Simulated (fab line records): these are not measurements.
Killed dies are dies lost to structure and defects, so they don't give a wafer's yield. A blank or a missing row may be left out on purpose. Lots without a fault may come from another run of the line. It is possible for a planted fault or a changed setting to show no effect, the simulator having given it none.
Lot-split experiment || flow n5-finfet || 7 lots, 21 wafers read, on a route of 1938 steps

SPLIT DETAILS
At N5_BEOL_M4_COAT_22 (resist thk 30 nm), the setting spin-rpm was moved away from the recipe's 1500 rpm on 7 of the 21 wafers read, by -9.5% to -2.9%. The other wafers ran this setting at the recipe's value.

FROM THE SPLIT TO THE READING: what the file shows between them, 4 steps
- N5_BEOL_M4_DESCUM_33: chemistry O2, time 7 s (also split here: time-s)
- N5_BEOL_M4_ETCH_77: etches underlayer in N2/H2, target depth 6.5 nm, time 5.2 s
- N5_BEOL_M4_ETCH_69: etches SiARC in CF4, target depth 15.6 nm, time 26 s
- N5_BEOL_M4_ALD_98: deposits SiO2, target thk 2.5 nm, pulse time 1 s, co reactant pulse time 1 s

THE READING
CAR-EUV_of_BEOL_M4_COAT_22.thk-nm (the simulator's own value, which no gauge read), in nm, at N5_BEOL_M4_ETCHBACK_99 (etches SiO2 in CHF3, target depth 5 nm, time 10.4 s). The file does not state a usual value for it. Here, 14 wafers ran the recipe; their average is 10.3 nm with a standard deviation of 0.22 nm.

{"wafer": "L076.2", "tool, chamber at the split": "litho-track-04, 0", "spin-rpm as run, rpm": 1362, "against the recipe": "-9.2%", "CAR-EUV_of_BEOL_M4_COAT_22.thk-nm, nm": 12.4, "against lot-mates on the recipe": "+2.2"}
{"wafer": "L076.3", "tool, chamber at the split": "litho-track-04, 0", "spin-rpm as run, rpm": 1500, "against the recipe": "recipe", "CAR-EUV_of_BEOL_M4_COAT_22.thk-nm, nm": 10.2, "against lot-mates on the recipe": "-"}
{"wafer": "L076.4", "tool, chamber at the split": "litho-track-04, 0", "spin-rpm as run, rpm": 1362, "against the recipe": "-9.2%", "CAR-EUV_of_BEOL_M4_COAT_22.thk-nm, nm": 12.6, "against lot-mates on the recipe": "+2.4"}
{"wafer": "L081.2", "tool, chamber at the split": "litho-track-04, 0", "spin-rpm as run, rpm": 1500, "against the recipe": "recipe", "CAR-EUV_of_BEOL_M4_COAT_22.thk-nm, nm": 10.2, "against lot-mates on the recipe": "-"}
{"wafer": "L081.4", "tool, chamber at the split": "litho-track-04, 0", "spin-rpm as run, rpm": 1357, "against the recipe": "-9.5%", "CAR-EUV_of_BEOL_M4_COAT_22.thk-nm, nm": 11.8, "against lot-mates on the recipe": "+1.6"}
{"wafer": "L081.5", "tool, chamber at the split": "litho-track-04, 0", "spin-rpm as run, rpm": 1357, "against the recipe": "-9.5%", "CAR-EUV_of_BEOL_M4_COAT_22.thk-nm, nm": 11.8, "against lot-mates on the recipe": "+1.6"}
{"wafer": "L080.1", "tool, chamber at the split": "litho-track-03, 0", "spin-rpm as run, rpm": 1500, "against the recipe": "recipe", "CAR-EUV_of_BEOL_M4_COAT_22.thk-nm, nm": 10.4, "against lot-mates on the recipe": "-"}
{"wafer": "L080.6", "tool, chamber at the split": "litho-track-03, 0", "spin-rpm as run, rpm": 1500, "against the recipe": "recipe", "CAR-EUV_of_BEOL_M4_COAT_22.thk-nm, nm": 10.4, "against lot-mates on the recipe": "-"}
{"wafer": "L080.4", "tool, chamber at the split": "litho-track-03, 0", "spin-rpm as run, rpm": 1500, "against the recipe": "recipe", "CAR-EUV_of_BEOL_M4_COAT_22.thk-nm, nm": 10.6, "against lot-mates on the recipe": "-"}
{"wafer": "L082.1", "tool, chamber at the split": "litho-track-04, 0", "spin-rpm as run, rpm": 1500, "against the recipe": "recipe", "CAR-EUV_of_BEOL_M4_COAT_22.thk-nm, nm": 10.4, "against lot-mates on the recipe": "-"}
{"wafer": "L082.2", "tool, chamber at the split": "litho-track-04, 0", "spin-rpm as run, rpm": 1500, "against the recipe": "recipe", "CAR-EUV_of_BEOL_M4_COAT_22.thk-nm, nm": 10, "against lot-mates on the recipe": "-"}
{"wafer": "L082.6", "tool, chamber at the split": "litho-track-04, 0", "spin-rpm as run, rpm": 1500, "against the recipe": "recipe", "CAR-EUV_of_BEOL_M4_COAT_22.thk-nm, nm": 10, "against lot-mates on the recipe": "-"}
{"wafer": "L088.2", "tool, chamber at the split": "litho-track-04, 0", "spin-rpm as run, rpm": 1457, "against the recipe": "-2.9%", "CAR-EUV_of_BEOL_M4_COAT_22.thk-nm, nm": 10.6, "against lot-mates on the recipe": "+0.4"}
{"wafer": "L088.5", "tool, chamber at the split": "litho-track-04, 0", "spin-rpm as run, rpm": 1500, "against the recipe": "recipe", "CAR-EUV_of_BEOL_M4_COAT_22.thk-nm, nm": 10.4, "against lot-mates on the recipe": "-"}
{"wafer": "L088.6", "tool, chamber at the split": "litho-track-04, 0", "spin-rpm as run, rpm": 1500, "against the recipe": "recipe", "CAR-EUV_of_BEOL_M4_COAT_22.thk-nm, nm": 10, "against lot-mates on the recipe": "-"}
{"wafer": "L095.2", "tool, chamber at the split": "litho-track-01, 0", "spin-rpm as run, rpm": 1500, "against the recipe": "recipe", "CAR-EUV_of_BEOL_M4_COAT_22.thk-nm, nm": 10.2, "against lot-mates on the recipe": "-"}
{"wafer": "L095.3", "tool, chamber at the split": "litho-track-01, 0", "spin-rpm as run, rpm": 1500, "against the recipe": "recipe", "CAR-EUV_of_BEOL_M4_COAT_22.thk-nm, nm": 10.4, "against lot-mates on the recipe": "-"}
{"wafer": "L095.4", "tool, chamber at the split": "litho-track-01, 0", "spin-rpm as run, rpm": 1500, "against the recipe": "recipe", "CAR-EUV_of_BEOL_M4_COAT_22.thk-nm, nm": 10.4, "against lot-mates on the recipe": "-"}
{"wafer": "L097.2", "tool, chamber at the split": "litho-track-04, 0", "spin-rpm as run, rpm": 1500, "against the recipe": "recipe", "CAR-EUV_of_BEOL_M4_COAT_22.thk-nm, nm": 10.8, "against lot-mates on the recipe": "-"}
{"wafer": "L097.4", "tool, chamber at the split": "litho-track-04, 0", "spin-rpm as run, rpm": 1418, "against the recipe": "-5.5%", "CAR-EUV_of_BEOL_M4_COAT_22.thk-nm, nm": 11.4, "against lot-mates on the recipe": "+0.6"}
{"wafer": "L097.5", "tool, chamber at the split": "litho-track-04, 0", "spin-rpm as run, rpm": 1418, "against the recipe": "-5.5%", "CAR-EUV_of_BEOL_M4_COAT_22.thk-nm, nm": 12, "against lot-mates on the recipe": "+1.2"}

FIT RESULTS
A straight line over all 21 wafers: CAR-EUV_of_BEOL_M4_COAT_22.thk-nm changes by -0.201 nm for each +1% of spin-rpm; r = -0.93; the points scatter about the line by 0.3 nm.
The same after taking each lot's own level away (the mean of its wafers on the recipe; 21 wafers): -0.202 nm for each +1%; r = -0.96; scatter 0.25 nm.
The reading moves by 1.9 nm for the largest change in spin-rpm, on that fit.
Measured against the standard deviation above, the lots' own levels, which go from 10.13 to 10.80 nm, span 3.0 times it.
Hence the lot-to-lot level has little effect on the slope; both slopes agree.
Check: +2 nm against its lot-mates is what the line predicts for one of the wafers moved furthest among these (-9.5%) when that wafer is left out of the fit. Against them it came out at +1.6 nm.

FURTHER SPLITS ON THESE WAFERS
Note: prior to the reading, these wafers also went through further splits. Each is held against what the fit with the lots' levels taken away leaves over:
{"other split on the same wafers": "N5_BEOL_M1_COAT_61 spin-rpm", "wafers away from the commonest value": 7, "r with CAR-EUV_of_BEOL_M4_COAT_22.thk-nm (lot level and that fit taken away)": -0.34}
{"other split on the same wafers": "N5_BEOL_M1_COAT_05 spin-rpm", "wafers away from the commonest value": 7, "r with CAR-EUV_of_BEOL_M4_COAT_22.thk-nm (lot level and that fit taken away)": -0.13}
{"other split on the same wafers": "N5_BEOL_M1_VIA_ETCH_34 time-s", "wafers away from the commonest value": 5, "r with CAR-EUV_of_BEOL_M4_COAT_22.thk-nm (lot level and that fit taken away)": -0.08}
{"other split on the same wafers": "N5_BEOL_M1_TRENCH_ETCH_37 bias-w", "wafers away from the commonest value": 7, "r with CAR-EUV_of_BEOL_M4_COAT_22.thk-nm (lot level and that fit taken away)": -0.08}
{"other split on the same wafers": "N5_BEOL_M2_ETCH_64 time-s", "wafers away from the commonest value": 6, "r with CAR-EUV_of_BEOL_M4_COAT_22.thk-nm (lot level and that fit taken away)": "+0.33"}
{"other split on the same wafers": "N5_BEOL_M4_DESCUM_33 time-s", "wafers away from the commonest value": 8, "r with CAR-EUV_of_BEOL_M4_COAT_22.thk-nm (lot level and that fit taken away)": -0.59}

THE WHOLE CHAIN: every reading that the file lists as answering this split, in the file's order
{"step": "N5_BEOL_M4_COAT_22", "what it does": "resist thk 30 nm", "reading": "CAR-EUV_of_BEOL_M4_COAT_22.thk-nm (the simulator's own value, which no gauge read)", "change (the file's fit)": "-0.161 nm for each +1% of the setting", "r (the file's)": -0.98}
{"step": "N5_BEOL_M4_DESCUM_33", "what it does": "chemistry O2, time 7 s", "reading": "CAR-EUV_of_BEOL_M4_COAT_22.thk-nm (the simulator's own value, which no gauge read)", "change (the file's fit)": "-0.185 nm for each +1% of the setting", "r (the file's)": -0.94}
{"step": "N5_BEOL_M4_ETCH_77", "what it does": "etches underlayer in N2/H2, target depth 6.5 nm, time 5.2 s", "reading": "CAR-EUV_of_BEOL_M4_COAT_22.thk-nm (the simulator's own value, which no gauge read)", "change (the file's fit)": "-0.186 nm for each +1% of the setting", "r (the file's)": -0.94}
{"step": "N5_BEOL_M4_ETCHBACK_99", "what it does": "etches SiO2 in CHF3, target depth 5 nm, time 10.4 s", "reading": "CAR-EUV_of_BEOL_M4_COAT_22.thk-nm (the simulator's own value, which no gauge read)", "change (the file's fit)": "-0.199 nm for each +1% of the setting", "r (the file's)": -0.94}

THE FILE'S OWN FIT
CAR-EUV_of_BEOL_M4_COAT_22.thk-nm changes by -0.199 nm for each +1% of spin-rpm, r = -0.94.
